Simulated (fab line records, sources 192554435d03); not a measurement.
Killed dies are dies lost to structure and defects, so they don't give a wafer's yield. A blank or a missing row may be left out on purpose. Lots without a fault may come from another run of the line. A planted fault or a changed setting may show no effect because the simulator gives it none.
Which tool did it? | flow n5_finfet | 11 lots, 30 wafers sampled, at 5 steps of a route of 1938

WHAT THE GAUGES READ, wafer by wafer
N5_BEOL_M4_RC_MEAS_101.
lot  | measured     | on        | DIBL_N (mV/V)  | DIBL_P (mV/V)  | IOFF_N (nA/um) | IOFF_P (nA/um) | ION_N (uA/um) | ION_P (uA/um) | SS_N (mV/dec)  | SS_P (mV/dec)  | VT_N (mV)   | VT_P (mV)
L669 | day 9 11:29  | prober-02 | 37.2 34.5 38.6 | 36.0 33.0 38.7 | 0.17 0.13 0.20 | 0.22 0.18 0.26 | 678 658 677   | 465 457 469   | 72.8 71.3 72.6 | 73.9 72.6 73.6 | 248 250 246 | -248 -250 -246
L667 | day 9 11:35  | prober-01 | 36.2 39.3 36.2 | 37.8 41.7 38.4 | 0.16 0.21 0.15 | 0.20 0.29 0.20 | 681 692 676   | 464 469 463   | 72.4 73.0 71.3 | 72.9 74.6 72.4 | 250 247 249 | -251 -248 -251
L673 | day 10 16:55 | prober-02 | 34.7 41.5      | 34.0 41.0      | 0.14 0.31      | 0.24 0.40      | 676 701       | 480 489       | 70.9 72.6      | 73.9 74.7      | 251 239     | -245 -237
L675 | day 11 07:29 | prober-02 | 36.1 35.9      | 36.5 35.4      | 0.15 0.16      | 0.20 0.20      | 674 684       | 462 460       | 71.9 71.3      | 73.4 73.3      | 251 248     | -251 -251
L677 | day 11 13:43 | prober-01 | 34.1 35.7 35.5 | 33.3 34.9 34.5 | 0.12 0.14 0.14 | 0.20 0.23 0.22 | 659 666 657   | 459 467 460   | 71.4 71.9 71.1 | 73.2 73.1 72.6 | 254 251 252 | -249 -247 -249
L676 | day 11 14:02 | prober-02 | 39.4 34.7 35.5 | 41.1 32.9 35.6 | 0.25 0.14 0.15 | 0.29 0.15 0.20 | 703 672 670   | 478 454 461   | 72.8 71.4 71.3 | 74.9 72.9 72.9 | 243 250 250 | -244 -255 -252
L678 | day 11 15:13 | prober-02 | 38.0 38.0 34.9 | 35.6 37.6 31.6 | 0.16 0.18 0.12 | 0.18 0.21 0.13 | 675 678 662   | 453 454 448   | 71.6 72.3 71.6 | 73.2 73.6 72.1 | 249 249 254 | -254 -251 -256
L679 | day 11 20:49 | prober-02 | 38.1 40.9 38.4 | 35.3 38.5 35.4 | 0.18 0.22 0.16 | 0.24 0.30 0.23 | 688 693 669   | 475 478 459   | 72.0 72.2 71.9 | 73.1 74.1 73.5 | 249 243 252 | -246 -244 -248
L683 | day 13 03:29 | prober-01 | 37.4 39.8 38.5 | 36.0 41.2 37.6 | 0.18 0.25 0.21 | 0.20 0.31 0.23 | 687 707 683   | 459 480 460   | 71.9 73.3 72.8 | 73.4 74.3 73.8 | 249 244 247 | -252 -249 -250
L682 | day 13 05:25 | prober-02 | 38.8 37.5 37.8 | 40.2 39.5 38.9 | 0.22 0.20 0.18 | 0.29 0.29 0.25 | 696 696 679   | 472 480 466   | 72.0 72.4 72.2 | 74.7 74.3 74.3 | 247 245 249 | -244 -244 -245
L685 | day 13 11:31 | prober-02 | 36.7 37.7      | 37.9 40.2      | 0.20 0.22      | 0.26 0.31      | 686 701       | 474 487       | 72.2 72.3      | 73.6 74.8      | 243 242     | -244 -241

N5_PASSIVATION_CD_MEAS_44: target cd 40000 nm.
lot  | measured     | on        | cd_nm (nm)
L669 | day 13 14:50 | cd_sem-03 | 39997 40006 39995
L667 | day 13 18:10 | cd_sem-03 | 40004 40002 40003
L673 | day 15 04:10 | cd_sem-02 | 39993 39995
L675 | day 15 09:50 | cd_sem-03 | 40003 40005
L677 | day 15 13:26 | cd_sem-03 | 40004 40008 40008
L676 | day 15 19:37 | cd_sem-03 | 39998 39994 39998
L678 | day 15 19:12 | cd_sem-02 | 39994 40001 39994
L679 | day 16 00:25 | cd_sem-01 | 39992 40000 39990
L683 | day 17 07:55 | cd_sem-01 | 39997 40000 39994
L682 | day 17 08:28 | cd_sem-01 | 39998 40002 39997
L685 | day 17 13:14 | cd_sem-03 | 39999 39999

N5_PASSIVATION_OVL_MEAS_66.
lot  | measured     | on         | PASS_OPEN_OVL (nm)
L669 | day 13 14:52 | overlay-02 | 2 -12 -2
L667 | day 13 18:12 | overlay-01 | -16 -11 -7
L673 | day 15 04:11 | overlay-01 | 6 -1
L675 | day 15 09:52 | overlay-01 | -8 -3
L677 | day 15 13:28 | overlay-01 | -3 4 0
L676 | day 15 19:38 | overlay-02 | -11 -4 -2
L678 | day 15 19:14 | overlay-01 | 0 7 0
L679 | day 16 00:27 | overlay-01 | -13 -1 1
L683 | day 17 07:57 | overlay-02 | 3 7 1
L682 | day 17 08:29 | overlay-01 | 2 -8 -7
L685 | day 17 13:16 | overlay-02 | -6 -8

WHICH TOOL RAN EACH LOT (tool, then ch and the chambers of the sampled wafers, then the start)
lot  | N5_PASSIVATION_ETCH_59            | N5_PASSIVATION_PECVD_53
L669 | rie_metal-01 ch 0, day 13 13:39   | pecvd-02 ch 0,2, day 13 14:17
L667 | rie_metal-02 ch 0,1, day 13 16:58 | pecvd-02 ch 0,1,2, day 13 17:37
L673 | rie_metal-01 ch 0,1, day 15 02:55 | pecvd-02 ch 0, day 15 03:29
L675 | rie_metal-01 ch 1, day 15 08:33   | pecvd-02 ch 1,2, day 15 09:10
L677 | rie_metal-03 ch 0,1, day 15 12:05 | pecvd-04 ch 0,1,2, day 15 12:49
L676 | rie_metal-03 ch 0,1, day 15 18:19 | pecvd-01 ch 0,1,2, day 15 18:56
L678 | rie_metal-01 ch 1, day 15 17:56   | pecvd-04 ch 0,1,2, day 15 18:39
L679 | rie_metal-01 ch 0,1, day 15 23:16 | pecvd-01 ch 0,2, day 15 23:53
L683 | rie_metal-02 ch 0,1, day 17 06:46 | pecvd-01 ch 0,1,2, day 17 07:23
L682 | rie_metal-01 ch 0,1, day 17 07:11 | pecvd-01 ch 0,1,2, day 17 07:48
L685 | rie_metal-02 ch 0,1, day 17 12:01 | pecvd-02 ch 0,1, day 17 12:41
- N5_PASSIVATION_ETCH_59: etches TaN in Cl2/BCl3, target depth 65 nm, time 34.9 s.
- N5_PASSIVATION_PECVD_53: deposits SiO2 from TEOS/O2, target thk 800 nm, time 169.4 s.

WHAT THE TOOLS THEMSELVES READ (means of the sampled wafers that have a number; where no wafer has one, the mark that the record gives instead)
N5_PASSIVATION_ETCH_59.
lot  | tool         | drypump_motor_current_A (A) | oes_product_au (a.u.) | throttle_valve_pct (%)
L669 | rie_metal-01 | 5.9                         | 0.72                  | 20.93
L667 | rie_metal-02 | 6.1                         | 0.78                  | 21.02
L673 | rie_metal-01 | 5.8                         | 0.78                  | 20.95
L675 | rie_metal-01 | 5.6                         | 0.85                  | 20.97
L677 | rie_metal-03 | 5.4                         | 0.84                  | 21.04
L676 | rie_metal-03 | 5.5                         | 0.84                  | 21.05
L678 | rie_metal-01 | 5.6                         | 0.85                  | 20.97
L679 | rie_metal-01 | 5.8                         | 0.76                  | 20.94
L683 | rie_metal-02 | 6.3                         | 0.75                  | 20.99
L682 | rie_metal-01 | 5.7                         | 0.79                  | 20.97
L685 | rie_metal-02 | 6.2                         | 0.77                  | 20.99

N5_PASSIVATION_PECVD_53.
lot  | tool     | run_length_s (s) | susceptor_temp_C (C)
L669 | pecvd-02 | 197.3            | 400.17
L667 | pecvd-02 | 210.5            | 400.09
L673 | pecvd-02 | 207.5            | 400.18
L675 | pecvd-02 | 216.4            | 400.23
L677 | pecvd-04 | 196.6            | 400.00
L676 | pecvd-01 | 197.4            | 399.91
L678 | pecvd-04 | 197.0            | 400.33
L679 | pecvd-01 | 197.6            | 399.84
L683 | pecvd-01 | 197.2            | 399.97
L682 | pecvd-01 | 197.1            | 399.89
L685 | pecvd-02 | 197.5            | 399.94

THE ANSWER, worked out from the rows above alone
Rule: what is usual is taken from the lots themselves. Put in order of their means at a reading, lots are off if they are a third of the lots or fewer, leave a main group of 4 or more, and stand apart from it by a gap of 3 or more times the standard deviation of the main group's means; of several such gaps the widest counts. A main group whose means are all the same, to the digits that the tables above print for the reading, isn't used. A lot without any number at a reading at which 4 lots or more have one is off too. The other lots that the step has rows for count as sound. The gauges are gone through in route order, then the tools' own readings, and for those a lot's mean is taken as printed above. The first step at which some lot is off is used, and at that step the reading that is off furthest; a lot without a number counts as furthest.
Off: L667, L673, L675, at N5_PASSIVATION_PECVD_53 (run_length_s). The main group: mean 197.2 s, standard deviation 0.3.
A tool fits if, at that step or a process step before it, it ran every lot that is off, and no sound lot after the first of them. None of those tried fits.

WHAT THE SIMULATOR HAD PUT IN
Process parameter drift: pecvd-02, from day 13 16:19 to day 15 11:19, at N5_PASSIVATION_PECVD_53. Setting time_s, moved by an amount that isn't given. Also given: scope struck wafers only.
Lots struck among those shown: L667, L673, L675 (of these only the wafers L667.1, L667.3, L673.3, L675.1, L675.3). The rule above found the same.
